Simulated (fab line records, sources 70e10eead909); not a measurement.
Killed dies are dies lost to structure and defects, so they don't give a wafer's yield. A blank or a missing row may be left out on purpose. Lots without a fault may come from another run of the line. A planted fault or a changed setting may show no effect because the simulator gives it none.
fab line records | flow nand_harc
record lots=5 wafers=15 last_day=33
route steps=1302 shown P_GATE@155
lots that met no fault: from a run of the same line without faults
start_h: hours from the record's first day to the start of the lot's first wafer shown | wait_h: hours since the lot's step before | " the same as in the row above | L1.1+2: a row that stands for several wafers | - no value, or no start given | * or withheld: withheld | < > ~ a bound
route shown NAME@n: a module of which the file shows steps, and the number in the route of the first | usual: mean/standard deviation of fault-free wafers | same: alike in all rows | chamber/n: place in a boat | sites: the reading at each site | _std_site: their standard deviation | _edge_site: outer sites' mean less inner sites' | radius_mm: how far each site lies from the wafer's centre | mask NAME#n: copy n | behind: the tool/chamber that last shaped the wafer | hold: why the lot was held/for how many hours/how that ended | device: the transistor (n, p or np) that didn't switch | end of line: the same wafers' tests at the end of the route | a step without rows: its recipe alone | killed: dies lost to structure and defects at the first sort, not the wafer's yield | map: a wafer's dies, x killed, . not, _ none there
set.NAME: the setting as run; set.NAME@STEP: as run at that earlier step | model.NAME: the simulator's own value behind a step, which no gauge read
lots at some steps of the route; a table a step, a row a wafer
services: from which hour (start_h, from the record's first day; less than 0 if before it) a tool's chamber was out of use, for how many hours, and why
## steps
# step NHARC_P_GATE_ALD_36
# recipe target_thk_a=200 pulse_time_s=60 ald_cycles=223 temp_c=400 material=SiNx
# usual heater_power_w=839/84 precursor_pulse_height_rel=1.001/0.018
# columns lot.wafer tool chamber start_h wait_h heater_power_w precursor_pulse_height_rel since_wet_clean_h
L873.2 ald_sin-01 2 125.10 - 910 0.986 81
L873.5 " 1 128.28 - 1015 0.980 -
L873.6 " 2 129.35 - 870 1.006 -
L876.3 ald_sin-01 0 150.13 - 804 1.003 106
L876.4 " 1 151.18 - 1032 0.983 107
L876.5 " 0 154.32 - 791 0.977 -
L881.2 ald_sin-04 1 203.79 - 900 1.009 103
L881.6 " 3 205.89 - 794 1.026 -
L881.5 " 0 206.94 - 802 0.987 -
L891.2 ald_sin-04 0 303.06 - 884 1.021 22
L891.3 " 1 304.47 - 902 1.011 24
L891.5 " 1 308.71 - 933 0.973 -
L894.2 ald_sin-04 0 328.86 - 888 1.005 48
L894.3 " 1 329.91 - 950 1.027 49
L894.5 " 1 334.12 - 930 1.010 -
# step NHARC_P_GATE_ETCHBACK_37
# recipe target_depth_a=345 time_s=17.2 chf3_flow_sccm=50 o2_flow_sccm=10 ar_flow_sccm=200 rf_w=500 bias_w=200 chemistry=CHF3/O2
# usual bias_w=200.1/0.57 chamber_pressure_mTorr=24.995/0.023 drypump_motor_current_A=5.9/0.54 oes_product_au=0.936/0.028 rf_vpp_V=371.0/2.4 showerhead_plenum_p_Torr=2.42/0.1 throttle_valve_pct=20.572/0.0095
# columns lot.wafer tool chamber start_h wait_h bias_w chamber_pressure_mTorr drypump_motor_current_A oes_product_au rf_hours_counter_h rf_vpp_V showerhead_plenum_p_Torr throttle_valve_pct
L873.2 rie_diel-13 2 - - 199.7 24.960 6.1 0.970 7.4 370.2 2.45 20.571
L873.5 " 3 " " 199.5 25.012 6.3 0.917 - 369.8 2.35 20.565
L873.6 " 0 " " 201.2 24.992 5.8 0.956 - 372.4 2.57 20.558
L876.3 rie_diel-02 0 - - 200.4 25.010 6.6 0.967 5.0 368.4 2.32 20.571
L876.4 " 2 " " 200.0 25.018 5.7 1.012 4.8 374.2 2.55 20.572
L876.5 " 0 " " 200.2 24.991 6.7 0.962 - 368.2 2.32 20.580
L881.2 rie_diel-13 2 - - 198.9 25.022 6.1 0.940 2.2 371.3 2.45 20.561
L881.6 " 1 " " 200.1 25.041 5.9 0.913 - 370.5 2.40 20.563
L881.5 " 2 " " 200.7 24.969 6.1 0.944 - 372.8 2.45 20.587
L891.2 rie_diel-02 3 - - 200.5 24.987 5.6 0.945 3.2 368.8 2.34 20.580
L891.3 " 0 " " 200.9 24.980 6.7 0.902 3.2 367.8 2.32 20.573
L891.5 " 0 " " 201.3 24.987 6.7 0.920 - 368.0 2.32 20.554
L894.3 rie_diel-02 2 - - 201.2 24.978 5.7 1.008 3.8 372.0 2.55 20.588
L894.2 " 0 " " 200.6 25.027 6.7 0.984 3.7 369.1 2.32 20.557
L894.5 " 2 " " 200.3 25.026 5.8 1.006 - 374.2 2.55 20.567
# step NHARC_P_GATE_STRIP_101
# recipe time_s=20 o2_flow_sccm=500 ar_flow_sccm=0 bias_w=0 chemistry=O2
# usual chamber_pressure_mTorr=60.00/0.056 drypump_motor_current_A=5.9/0.52 oes_product_au=0.995/0.014 rf_vpp_V=57.9/0.89 showerhead_plenum_p_Torr=3.56/0.14 throttle_valve_pct=17.036/0.0093
# same bias_w=0
# columns lot.wafer tool chamber start_h wait_h chamber_pressure_mTorr drypump_motor_current_A oes_product_au rf_hours_counter_h rf_vpp_V showerhead_plenum_p_Torr throttle_valve_pct
L873.2 rie_diel-13 1 133.68 0.1 59.99 5.9 0.991 7.8 58.6 3.53 17.054
L873.6 " 2 " " 59.98 6.1 1.016 - 56.8 3.60 17.037
L873.5 " 3 " " 59.95 6.3 0.980 - 58.3 3.45 17.055
L876.3 rie_diel-02 2 158.63 0.1 60.05 5.8 1.015 4.8 57.4 3.75 17.032
L876.4 " 1 " " 60.08 5.0 1.007 5.1 56.0 3.37 17.028
L876.5 " 3 " " 60.01 5.6 0.995 - 56.6 3.45 17.031
L881.2 rie_diel-13 3 211.26 0.1 60.03 6.4 0.988 3.3 57.7 3.45 17.032
L881.5 " 1 " " 60.06 5.9 0.985 - 58.1 3.53 17.038
L881.6 " 2 " " 60.06 6.1 1.001 - 59.4 3.60 17.041
L891.3 rie_diel-02 1 314.80 0.1 60.02 4.9 0.994 3.0 57.6 3.37 17.030
L891.2 " 2 " " 60.01 5.8 1.002 3.1 58.5 3.74 17.031
L891.5 " 0 " " 60.01 6.7 0.979 - 58.6 3.41 17.026
L894.2 rie_diel-02 1 338.45 0.1 60.03 4.9 0.983 3.5 58.1 3.37 17.045
L894.3 " 3 " " 60.01 5.6 1.013 4.0 58.2 3.44 17.038
L894.5 " 1 " " 60.06 5.0 0.984 - 58.2 3.37 17.041
# step NHARC_P_GATE_PRECLEAN_97
# recipe time_s=600 temp_c=120 chemistry=SPM
# step NHARC_P_GATE_SRD_98
# step NHARC_P_GATE_PRECLEAN_99
# recipe time_s=* temp_c=50 bath_age_min=0 chemistry=SC1
# step NHARC_P_GATE_SRD_100
# step NHARC_P_GATE_DEHYDRATE_38
# recipe temp_c=150 time_s=120
# step NHARC_P_GATE_HMDS_39
# recipe time_s=30
# step NHARC_P_GATE_COAT_40
# recipe spin_rpm=3000
# step NHARC_P_GATE_SOFTBAKE_41
# recipe temp_c=122 time_s=95
# step NHARC_P_GATE_EBR_42
# step NHARC_P_GATE_EXPOSE_43
# recipe na=0.6 target_cd_nm=720 dose_mj=14.81 mask_id=P_NSD
# same na=0.6
# columns lot.wafer tool chamber start_h wait_h mask
L873.2+5+6 krf_scanner-04 0 134.44 - P_NSD#0
L876.3+4+5 krf_scanner-01 0 159.41 - P_NSD#0
L881.2+5+6 krf_scanner-01 0 212.10 - P_NSD_R1#0
L891.2+3+5 krf_scanner-02 0 315.57 - P_NSD#0
L894.2+3+5 krf_scanner-01 0 339.23 - P_NSD#0
# step NHARC_P_GATE_PEB_44
# recipe peb_temp_c=118 peb_time_s=85
# step NHARC_P_GATE_DEVELOP_45
# recipe time_s=70
# step NHARC_P_GATE_CD_MEAS_46
# recipe target_cd_nm=720 landing_energy_ev=500
# usual cd_nm=719.8/2
# columns lot.wafer tool chamber start_h wait_h cd_nm
L873.2 cd_sem-01 0 134.60 - 722.0
L873.5 " 0 " " 717.1
L873.6 " 0 " " 715.0
L876.3 cd_sem-01 0 159.56 - 715.6
L876.4 " 0 " " 721.8
L876.5 " 0 " " 719.8
L881.2 cd_sem-02 0 212.26 - 690.1
L881.5 " 0 " " 691.4
L881.6 " 0 " " 688.5
L891.2 cd_sem-01 0 315.72 - 718.3
L891.3 " 0 " " 719.0
L891.5 " 0 " " 719.7
L894.2 cd_sem-02 0 339.38 - 719.1
L894.3 " 0 " " 720.9
L894.5 " 0 " " 721.0
# step NHARC_P_GATE_HARDBAKE_47
# recipe temp_c=125 time_s=80
# step NHARC_P_GATE_DESCUM_48
# recipe time_s=3 o2_flow_sccm=200 ar_flow_sccm=0 bias_power_w=0 chemistry=O2
# usual chamber_pressure_mTorr=59.99/0.052 drypump_motor_current_A=5.9/0.52 oes_product_au=0.996/0.014 rf_vpp_V=57.9/0.95 showerhead_plenum_p_Torr=1.95/0.085 throttle_valve_pct=11.311/0.0088
# columns lot.wafer tool chamber start_h wait_h chamber_pressure_mTorr drypump_motor_current_A oes_product_au rf_hours_counter_h rf_vpp_V showerhead_plenum_p_Torr throttle_valve_pct model.P_GATE.cd_nm
L873.2 rie_diel-02 1 134.79 - 60.00 4.9 1.002 3.5 57.9 1.82 11.313 720.3
L873.6 " 2 " " 60.00 5.8 1.024 - 56.8 2.04 11.322 714
L873.5 " 3 " " 60.02 5.6 0.982 - 56.8 1.87 11.313 717.9
L876.3 rie_diel-13 3 159.71 - 59.96 6.3 0.986 8.4 56.1 1.87 11.300 714.8
L876.4 " 2 " " 60.04 6.1 1.021 9.3 58.5 1.96 11.339 721.6
L876.5 " 3 " " 60.05 6.3 0.989 - 57.4 1.87 11.306 720.1
L881.2 rie_diel-13 2 212.42 - 59.91 6.1 1.018 2.2 57.1 1.96 11.292 689.5
L881.5 " 1 " " 59.98 5.9 0.984 - 57.5 1.91 11.325 691.8
L881.6 " 2 " " 59.98 6.1 1.002 - 57.5 1.95 11.304 688.6
L891.2 rie_diel-13 0 315.88 - 60.07 5.8 0.983 8.3 57.8 2.05 11.313 718.1
L891.3 " 3 " " 59.94 6.4 0.970 9.9 57.5 1.87 11.300 719.5
L891.5 " 0 " " 59.94 5.7 0.988 - 57.9 2.05 11.319 719.1
L894.3 rie_diel-13 1 339.54 - 59.90 5.9 0.982 11.2 60.0 1.91 11.304 721.1
L894.2 " 0 " " 60.06 5.8 0.986 10.0 58.3 2.05 11.314 718.9
L894.5 " 3 " " 60.04 6.3 0.984 - 57.8 1.87 11.301 721.7
# step NHARC_P_GATE_IMPLANT_49
# recipe energy_kev=30 dose_cm2=3e+15 tilt_deg=7
## services
# columns tool chamber start_h hours kind
rie_diel-02 0 110.23 1.3 repair
rie_diel-02 3 116.79 6.4 repair
ald_sin-04 - 122.97 1.6 repair
rie_diel-02 2 127.81 2.6 repair
krf_scanner-01 - 140.00 4.0 pm
rie_diel-13 - 165.03 9.0 pm
ald_sin-04 3 174.37 8.7 repair
krf_scanner-04 - 176.27 0.5 repair
krf_scanner-04 - 182.00 4.0 pm
ald_sin-01 2 195.54 29.2 repair
ald_sin-01 - 196.30 38.8 repair
rie_diel-02 - 216.72 9.0 pm
rie_diel-13 3 228.51 1.7 repair
ald_sin-01 - 235.13 10.0 pm
rie_diel-13 0 236.40 5.5 repair
rie_diel-13 - 243.20 1.3 repair
rie_diel-13 2 282.16 2.2 repair
rie_diel-02 - 290.20 1.4 repair
ald_sin-04 2 296.68 11.2 repair
ald_sin-04 2 310.51 2.2 repair
krf_scanner-01 - 312.00 4.0 pm
krf_scanner-01 - 318.36 1.4 repair
rie_diel-13 - 328.33 0.7 repair
rie_diel-13 2 337.86 4.3 repair
## key
first_sign step=NHARC_P_GATE_EXPOSE_43 reading=mask direction=changed
effect step=NHARC_P_GATE_CD_MEAS_46 reading=cd_nm direction=down sigmas=15 usual=719.8 struck=690.0
model_effect step=NHARC_P_GATE_DESCUM_48 value=P_GATE.cd_nm without=718.9 struck=690
met_at NHARC_P_GATE_EXPOSE_43
struck_wafers L881.2,L881.5,L881.6
tester_left_out L881
onset_between 159.41 212.10
fault kind=wrong_mask tool=any chamber=- onset_h=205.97 steps=NHARC_P_GATE_EXPOSE_43 aux_copy=P_NSD_R1#0 cd_offset_nm=-28.926 scope=struck_lots_only
# tester_left_out: of these lots the tester's yield and bins aren't shown, on N5 and GAA mostly nor the transistor test; their killed dies are dies lost to structure and defects alone, not to doping, threshold or leakage, so they don't give the yield
